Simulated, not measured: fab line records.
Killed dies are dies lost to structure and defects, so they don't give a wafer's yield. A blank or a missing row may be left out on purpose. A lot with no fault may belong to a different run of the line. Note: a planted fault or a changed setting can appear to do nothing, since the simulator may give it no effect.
Which tool is to blame? || flow nand_harc || Sampling: 14 lots, 42 wafers, 4 of 1159 route steps

WHAT THE GAUGES READ, wafer by wafer
The record lacks any reading of a measuring or inspecting step that a usual standard deviation could be used to judge.

WHAT TOOL EACH LOT RAN ON (gives the tool, then ch and the chambers of the sampled wafers, and finally the start)
{"lot": "L824", "NHARC_A_CHANNEL_HOLE_D1_ETCH_20": "har_etch-02 ch 0, day 8 19:44", "NHARC_A_CHANNEL_FILL_D1_ALD_02": "ald_hk-04 ch 2,3, day 9 03:13", "NHARC_A_CHANNEL_FILL_D1_ALD_16": "ald_hk-02 ch 0,1,3, day 9 15:26", "NHARC_A_CHANNEL_FILL_D1_ETCHBACK_19": "rie_si-06 ch 1,3, day 10 03:07"}
{"lot": "L826", "NHARC_A_CHANNEL_HOLE_D1_ETCH_20": "har_etch-01 ch 0,1, day 8 19:56", "NHARC_A_CHANNEL_FILL_D1_ALD_02": "ald_hk-02 ch 0,1,2, day 9 03:19", "NHARC_A_CHANNEL_FILL_D1_ALD_16": "ald_hk-04 ch 0,2, day 9 15:25", "NHARC_A_CHANNEL_FILL_D1_ETCHBACK_19": "rie_si-04 ch 1,2,3, day 10 03:07"}
{"lot": "L825", "NHARC_A_CHANNEL_HOLE_D1_ETCH_20": "har_etch-02 ch 0,1, day 8 23:54", "NHARC_A_CHANNEL_FILL_D1_ALD_02": "ald_hk-03 ch 1,3, day 9 06:04", "NHARC_A_CHANNEL_FILL_D1_ALD_16": "ald_hk-02 ch 0,2, day 9 18:16", "NHARC_A_CHANNEL_FILL_D1_ETCHBACK_19": "rie_si-03 ch 0,3, day 10 03:07"}
{"lot": "L827", "NHARC_A_CHANNEL_HOLE_D1_ETCH_20": "har_etch-02 ch 0,1, day 9 13:17", "NHARC_A_CHANNEL_FILL_D1_ALD_02": "ald_hk-02 ch 0,3, day 9 19:02", "NHARC_A_CHANNEL_FILL_D1_ALD_16": "ald_hk-02 ch 0,2,3, day 10 07:23", "NHARC_A_CHANNEL_FILL_D1_ETCHBACK_19": "rie_si-04 ch 0,1,2, day 10 19:01"}
{"lot": "L828", "NHARC_A_CHANNEL_HOLE_D1_ETCH_20": "har_etch-01 ch 0,1, day 9 13:38", "NHARC_A_CHANNEL_FILL_D1_ALD_02": "ald_hk-03 ch 0,1,3, day 9 19:25", "NHARC_A_CHANNEL_FILL_D1_ALD_16": "ald_hk-02 ch 0,1,2, day 10 07:12", "NHARC_A_CHANNEL_FILL_D1_ETCHBACK_19": "rie_si-03 ch 0,1,3, day 10 19:01"}
{"lot": "L829", "NHARC_A_CHANNEL_HOLE_D1_ETCH_20": "har_etch-02 ch 0,1, day 9 21:08", "NHARC_A_CHANNEL_FILL_D1_ALD_02": "ald_hk-03 ch 0,1,3, day 10 02:59", "NHARC_A_CHANNEL_FILL_D1_ALD_16": "ald_hk-02 ch 0,2, day 10 15:17", "NHARC_A_CHANNEL_FILL_D1_ETCHBACK_19": "rie_si-04 ch 0,3, day 11 02:49"}
{"lot": "L830", "NHARC_A_CHANNEL_HOLE_D1_ETCH_20": "har_etch-01 ch 0,1, day 9 21:20", "NHARC_A_CHANNEL_FILL_D1_ALD_02": "ald_hk-02 ch 0,1,3, day 10 03:05", "NHARC_A_CHANNEL_FILL_D1_ALD_16": "ald_hk-02 ch 0,1,2, day 10 15:09", "NHARC_A_CHANNEL_FILL_D1_ETCHBACK_19": "rie_si-03 ch 1,2,3, day 11 02:50"}
{"lot": "L831", "NHARC_A_CHANNEL_HOLE_D1_ETCH_20": "har_etch-01 ch 1, day 10 10:34", "NHARC_A_CHANNEL_FILL_D1_ALD_02": "ald_hk-04 ch 1,2, day 10 18:54", "NHARC_A_CHANNEL_FILL_D1_ALD_16": "ald_hk-02 ch 1,2, day 11 07:02", "NHARC_A_CHANNEL_FILL_D1_ETCHBACK_19": "rie_si-03 ch 0,3, day 11 18:52"}
{"lot": "L834", "NHARC_A_CHANNEL_HOLE_D1_ETCH_20": "har_etch-01 ch 0,1, day 11 14:53", "NHARC_A_CHANNEL_FILL_D1_ALD_02": "ald_hk-02 ch 1,2,3, day 11 20:41", "NHARC_A_CHANNEL_FILL_D1_ALD_16": "ald_hk-02 ch 1,2,3, day 12 09:38", "NHARC_A_CHANNEL_FILL_D1_ETCHBACK_19": "rie_si-04 ch 1,2,3, day 12 21:23"}
{"lot": "L835", "NHARC_A_CHANNEL_HOLE_D1_ETCH_20": "har_etch-02 ch 1, day 12 01:34", "NHARC_A_CHANNEL_FILL_D1_ALD_02": "ald_hk-03 ch 0,1,3, day 12 07:32", "NHARC_A_CHANNEL_FILL_D1_ALD_16": "ald_hk-04 ch 0,1, day 12 21:10", "NHARC_A_CHANNEL_FILL_D1_ETCHBACK_19": "rie_si-03 ch 1,2, day 13 09:02"}
{"lot": "L841", "NHARC_A_CHANNEL_HOLE_D1_ETCH_20": "har_etch-02 ch 0,1, day 12 11:15", "NHARC_A_CHANNEL_FILL_D1_ALD_02": "ald_hk-04 ch 0,1,2, day 12 17:07", "NHARC_A_CHANNEL_FILL_D1_ALD_16": "ald_hk-02 ch 1,2,3, day 13 05:10", "NHARC_A_CHANNEL_FILL_D1_ETCHBACK_19": "rie_si-06 ch 0,1,3, day 13 17:14"}
{"lot": "L840", "NHARC_A_CHANNEL_HOLE_D1_ETCH_20": "har_etch-01 ch 0,1, day 12 12:01", "NHARC_A_CHANNEL_FILL_D1_ALD_02": "ald_hk-03 ch 1,2,3, day 12 20:58", "NHARC_A_CHANNEL_FILL_D1_ALD_16": "ald_hk-02 ch 0,1,3, day 13 09:01", "NHARC_A_CHANNEL_FILL_D1_ETCHBACK_19": "rie_si-03 ch 2,3, day 13 20:51"}
{"lot": "L842", "NHARC_A_CHANNEL_HOLE_D1_ETCH_20": "har_etch-01 ch 0,1, day 13 08:41", "NHARC_A_CHANNEL_FILL_D1_ALD_02": "ald_hk-03 ch 0,1, day 13 14:25", "NHARC_A_CHANNEL_FILL_D1_ALD_16": "ald_hk-04 ch 1,2, day 14 02:39", "NHARC_A_CHANNEL_FILL_D1_ETCHBACK_19": "rie_si-06 ch 0,1,3, day 14 15:38"}
{"lot": "L845", "NHARC_A_CHANNEL_HOLE_D1_ETCH_20": "har_etch-02 ch 0,1, day 14 03:13", "NHARC_A_CHANNEL_FILL_D1_ALD_02": "ald_hk-02 ch 1,2, day 14 12:26", "NHARC_A_CHANNEL_FILL_D1_ALD_16": "ald_hk-03 ch 0,1, day 15 02:17", "NHARC_A_CHANNEL_FILL_D1_ETCHBACK_19": "rie_si-04 ch 0,2,3, day 15 13:56"}
- NHARC_A_CHANNEL_HOLE_D1_ETCH_20: etches the open film in C4F8/O2/Ar, time 361.9 s, target depth 1600 nm.
- NHARC_A_CHANNEL_FILL_D1_ALD_02: deposits SiO2, target thk 6 nm, pulse time 10 s, ald cycles 60.
- NHARC_A_CHANNEL_FILL_D1_ALD_16: deposits SiO2, target thk 1.5 nm, pulse time 10 s, ald cycles 15.
- NHARC_A_CHANNEL_FILL_D1_ETCHBACK_19: etches the open film in HBr/Cl2, target depth 5 nm, time 1.7 s.

WHAT THE TOOLS THEMSELVES READ (means of the sampled wafers that have a number; where no wafer has one, the mark that the record gives instead)
NHARC_A_CHANNEL_HOLE_D1_ETCH_20.
{"lot": "L824", "tool": "har_etch-02", "drypump_motor_current_A (A)": 6.1, "showerhead_plenum_p_Torr (Torr)": 3.51, "throttle_valve_pct (%)": 32.151}
{"lot": "L826", "tool": "har_etch-01", "drypump_motor_current_A (A)": 5.8, "showerhead_plenum_p_Torr (Torr)": 3.82, "throttle_valve_pct (%)": 32.153}
{"lot": "L825", "tool": "har_etch-02", "drypump_motor_current_A (A)": 6.3, "showerhead_plenum_p_Torr (Torr)": 3.63, "throttle_valve_pct (%)": 32.159}
{"lot": "L827", "tool": "har_etch-02", "drypump_motor_current_A (A)": 6.3, "showerhead_plenum_p_Torr (Torr)": 3.62, "throttle_valve_pct (%)": 32.159}
{"lot": "L828", "tool": "har_etch-01", "drypump_motor_current_A (A)": 5.8, "showerhead_plenum_p_Torr (Torr)": 3.82, "throttle_valve_pct (%)": 32.159}
{"lot": "L829", "tool": "har_etch-02", "drypump_motor_current_A (A)": 6.3, "showerhead_plenum_p_Torr (Torr)": 3.62, "throttle_valve_pct (%)": 32.157}
{"lot": "L830", "tool": "har_etch-01", "drypump_motor_current_A (A)": 5.8, "showerhead_plenum_p_Torr (Torr)": 3.82, "throttle_valve_pct (%)": 32.157}
{"lot": "L831", "tool": "har_etch-01", "drypump_motor_current_A (A)": 5.7, "showerhead_plenum_p_Torr (Torr)": 3.82, "throttle_valve_pct (%)": 32.154}
{"lot": "L834", "tool": "har_etch-01", "drypump_motor_current_A (A)": 5.8, "showerhead_plenum_p_Torr (Torr)": 3.81, "throttle_valve_pct (%)": 32.160}
{"lot": "L835", "tool": "har_etch-02", "drypump_motor_current_A (A)": 6.6, "showerhead_plenum_p_Torr (Torr)": 3.85, "throttle_valve_pct (%)": 32.158}
{"lot": "L841", "tool": "har_etch-02", "drypump_motor_current_A (A)": 6.5, "showerhead_plenum_p_Torr (Torr)": 3.73, "throttle_valve_pct (%)": 32.155}
{"lot": "L840", "tool": "har_etch-01", "drypump_motor_current_A (A)": 5.8, "showerhead_plenum_p_Torr (Torr)": 3.80, "throttle_valve_pct (%)": 32.150}
{"lot": "L842", "tool": "har_etch-01", "drypump_motor_current_A (A)": 5.8, "showerhead_plenum_p_Torr (Torr)": 3.79, "throttle_valve_pct (%)": 32.146}
{"lot": "L845", "tool": "har_etch-02", "drypump_motor_current_A (A)": 6.5, "showerhead_plenum_p_Torr (Torr)": 3.72, "throttle_valve_pct (%)": 32.144}

NHARC_A_CHANNEL_FILL_D1_ALD_02.
{"lot": "L824", "tool": "ald_hk-04", "heater_power_w (W)": 468, "precursor_pulse_height_rel": 0.981}
{"lot": "L826", "tool": "ald_hk-02", "heater_power_w (W)": 476, "precursor_pulse_height_rel": 1.010}
{"lot": "L825", "tool": "ald_hk-03", "heater_power_w (W)": 460, "precursor_pulse_height_rel": 1.001}
{"lot": "L827", "tool": "ald_hk-02", "heater_power_w (W)": 467, "precursor_pulse_height_rel": 0.984}
{"lot": "L828", "tool": "ald_hk-03", "heater_power_w (W)": 433, "precursor_pulse_height_rel": 0.986}
{"lot": "L829", "tool": "ald_hk-03", "heater_power_w (W)": 432, "precursor_pulse_height_rel": 1.000}
{"lot": "L830", "tool": "ald_hk-02", "heater_power_w (W)": 458, "precursor_pulse_height_rel": 0.986}
{"lot": "L831", "tool": "ald_hk-04", "heater_power_w (W)": 554, "precursor_pulse_height_rel": 0.998}
{"lot": "L834", "tool": "ald_hk-02", "heater_power_w (W)": 507, "precursor_pulse_height_rel": 0.979}
{"lot": "L835", "tool": "ald_hk-03", "heater_power_w (W)": 444, "precursor_pulse_height_rel": 1.008}
{"lot": "L841", "tool": "ald_hk-04", "heater_power_w (W)": 518, "precursor_pulse_height_rel": 1.019}
{"lot": "L840", "tool": "ald_hk-03", "heater_power_w (W)": 468, "precursor_pulse_height_rel": 1.002}
{"lot": "L842", "tool": "ald_hk-03", "heater_power_w (W)": 407, "precursor_pulse_height_rel": 1.004}
{"lot": "L845", "tool": "ald_hk-02", "heater_power_w (W)": 490, "precursor_pulse_height_rel": 1.008}

NHARC_A_CHANNEL_FILL_D1_ALD_16.
{"lot": "L824", "tool": "ald_hk-02", "heater_power_w (W)": 458, "precursor_pulse_height_rel": 1.017}
{"lot": "L826", "tool": "ald_hk-04", "heater_power_w (W)": 446, "precursor_pulse_height_rel": 1.022}
{"lot": "L825", "tool": "ald_hk-02", "heater_power_w (W)": 479, "precursor_pulse_height_rel": 0.997}
{"lot": "L827", "tool": "ald_hk-02", "heater_power_w (W)": 466, "precursor_pulse_height_rel": 1.000}
{"lot": "L828", "tool": "ald_hk-02", "heater_power_w (W)": 470, "precursor_pulse_height_rel": 1.002}
{"lot": "L829", "tool": "ald_hk-02", "heater_power_w (W)": 486, "precursor_pulse_height_rel": 0.997}
{"lot": "L830", "tool": "ald_hk-02", "heater_power_w (W)": 471, "precursor_pulse_height_rel": 0.987}
{"lot": "L831", "tool": "ald_hk-02", "heater_power_w (W)": 503, "precursor_pulse_height_rel": 0.989}
{"lot": "L834", "tool": "ald_hk-02", "heater_power_w (W)": 507, "precursor_pulse_height_rel": 1.010}
{"lot": "L835", "tool": "ald_hk-04", "heater_power_w (W)": 545, "precursor_pulse_height_rel": 1.008}
{"lot": "L841", "tool": "ald_hk-02", "heater_power_w (W)": 478, "precursor_pulse_height_rel": 0.982}
{"lot": "L840", "tool": "ald_hk-02", "heater_power_w (W)": 442, "precursor_pulse_height_rel": 0.999}
{"lot": "L842", "tool": "ald_hk-04", "heater_power_w (W)": 550, "precursor_pulse_height_rel": 0.999}
{"lot": "L845", "tool": "ald_hk-03", "heater_power_w (W)": 453, "precursor_pulse_height_rel": 0.998}

NHARC_A_CHANNEL_FILL_D1_ETCHBACK_19.
{"lot": "L824", "tool": "rie_si-06", "drypump_motor_current_A (A)": 5.9, "hbr_flow_sccm (sccm)": 149.9, "mfc_cl2_sccm (sccm)": 50.09, "oes_product_au (a.u.)": 1.011, "rf_fwd_power_W (W)": 391.9, "throttle_valve_pct (%)": 26.408}
{"lot": "L826", "tool": "rie_si-04", "drypump_motor_current_A (A)": 5.7, "hbr_flow_sccm (sccm)": 150.4, "mfc_cl2_sccm (sccm)": 50.07, "oes_product_au (a.u.)": 1.001, "rf_fwd_power_W (W)": 389.1, "throttle_valve_pct (%)": 26.410}
{"lot": "L825", "tool": "rie_si-03", "drypump_motor_current_A (A)": 5.5, "hbr_flow_sccm (sccm)": 149.7, "mfc_cl2_sccm (sccm)": 49.85, "oes_product_au (a.u.)": 0.992, "rf_fwd_power_W (W)": 389.5, "throttle_valve_pct (%)": 26.404}
{"lot": "L827", "tool": "rie_si-04", "drypump_motor_current_A (A)": 5.8, "hbr_flow_sccm (sccm)": 150.1, "mfc_cl2_sccm (sccm)": 50.09, "oes_product_au (a.u.)": 1.005, "rf_fwd_power_W (W)": 390.7, "throttle_valve_pct (%)": 26.396}
{"lot": "L828", "tool": "rie_si-03", "drypump_motor_current_A (A)": 5.5, "hbr_flow_sccm (sccm)": 149.7, "mfc_cl2_sccm (sccm)": 50.07, "oes_product_au (a.u.)": 0.987, "rf_fwd_power_W (W)": 390.1, "throttle_valve_pct (%)": 26.399}
{"lot": "L829", "tool": "rie_si-04", "drypump_motor_current_A (A)": 5.7, "hbr_flow_sccm (sccm)": 150.2, "mfc_cl2_sccm (sccm)": 50.01, "oes_product_au (a.u.)": 0.993, "rf_fwd_power_W (W)": 389.2, "throttle_valve_pct (%)": 26.413}
{"lot": "L830", "tool": "rie_si-03", "drypump_motor_current_A (A)": 5.7, "hbr_flow_sccm (sccm)": 150.0, "mfc_cl2_sccm (sccm)": 49.92, "oes_product_au (a.u.)": 0.974, "rf_fwd_power_W (W)": 389.8, "throttle_valve_pct (%)": 26.408}
{"lot": "L831", "tool": "rie_si-03", "drypump_motor_current_A (A)": 5.7, "hbr_flow_sccm (sccm)": 150.0, "mfc_cl2_sccm (sccm)": 49.94, "oes_product_au (a.u.)": 0.977, "rf_fwd_power_W (W)": 389.5, "throttle_valve_pct (%)": 26.406}
{"lot": "L834", "tool": "rie_si-04", "drypump_motor_current_A (A)": 5.7, "hbr_flow_sccm (sccm)": 150.4, "mfc_cl2_sccm (sccm)": 50.12, "oes_product_au (a.u.)": 1.011, "rf_fwd_power_W (W)": 390.1, "throttle_valve_pct (%)": 26.410}
{"lot": "L835", "tool": "rie_si-03", "drypump_motor_current_A (A)": 5.9, "hbr_flow_sccm (sccm)": 149.7, "mfc_cl2_sccm (sccm)": 50.10, "oes_product_au (a.u.)": 0.887, "rf_fwd_power_W (W)": 390.9, "throttle_valve_pct (%)": 26.398}
{"lot": "L841", "tool": "rie_si-06", "drypump_motor_current_A (A)": 5.6, "hbr_flow_sccm (sccm)": 150.1, "mfc_cl2_sccm (sccm)": 50.09, "oes_product_au (a.u.)": 1.011, "rf_fwd_power_W (W)": 392.2, "throttle_valve_pct (%)": 26.401}
{"lot": "L840", "tool": "rie_si-03", "drypump_motor_current_A (A)": 6.1, "hbr_flow_sccm (sccm)": 150.6, "mfc_cl2_sccm (sccm)": 50.02, "oes_product_au (a.u.)": 0.893, "rf_fwd_power_W (W)": 390.3, "throttle_valve_pct (%)": 26.416}
{"lot": "L842", "tool": "rie_si-06", "drypump_motor_current_A (A)": 5.6, "hbr_flow_sccm (sccm)": 149.5, "mfc_cl2_sccm (sccm)": 49.93, "oes_product_au (a.u.)": 1.003, "rf_fwd_power_W (W)": 392.5, "throttle_valve_pct (%)": 26.400}
{"lot": "L845", "tool": "rie_si-04", "drypump_motor_current_A (A)": 5.7, "hbr_flow_sccm (sccm)": 150.2, "mfc_cl2_sccm (sccm)": 49.95, "oes_product_au (a.u.)": 1.008, "rf_fwd_power_W (W)": 389.5, "throttle_valve_pct (%)": 26.404}

THE ANSWER, worked out from the rows above alone
Rule: what is usual is taken from the lots themselves. The widest of any qualifying gaps counts: lots, ordered by their means at a reading, are off when they make up no more than a third of the lots, leave a main group of 4 or more, and stand apart from it by 3 or more times the standard deviation of that group's means. If all means in a main group match to the digits the tables above print for the reading, that group is not used. Also off: a lot with no number at a reading for which 4 or more lots have one. The other lots that the step has rows for count as sound. First the gauges in route order, then the tools' own readings, where a lot's mean is used as printed above. The first step at which some lot is off is used, and at that step the reading that is off furthest; a lot without a number counts as furthest.
Off: L835, L840 (NHARC_A_CHANNEL_FILL_D1_ETCHBACK_19, oes_product_au). The main group has a mean of 0.998 a.u. with a standard deviation of 0.013.
If a tool, at that step or one of the process steps before it, ran each lot that is off and ran no sound lot following the first of them, it fits. One candidate fits, namely rie_si-03 at NHARC_A_CHANNEL_FILL_D1_ETCHBACK_19. A fault onset in the window from L831 (day 11 18:52, its last sound lot) to L835 (day 13 09:02, its first lot off) fits.
The tool's own readings at NHARC_A_CHANNEL_FILL_D1_ETCHBACK_19 bear it out: on the lots that are off they differ by more than 5 times the standard deviation of the sound lots' means. oes_product_au reads 0.890 a.u. there against 0.998 a.u. on the sound lots.

WHAT THE SIMULATOR PUT IN
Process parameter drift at NHARC_A_CHANNEL_FILL_D1_ETCHBACK_19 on rie_si-03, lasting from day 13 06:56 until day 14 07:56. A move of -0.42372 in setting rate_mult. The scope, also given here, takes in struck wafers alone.
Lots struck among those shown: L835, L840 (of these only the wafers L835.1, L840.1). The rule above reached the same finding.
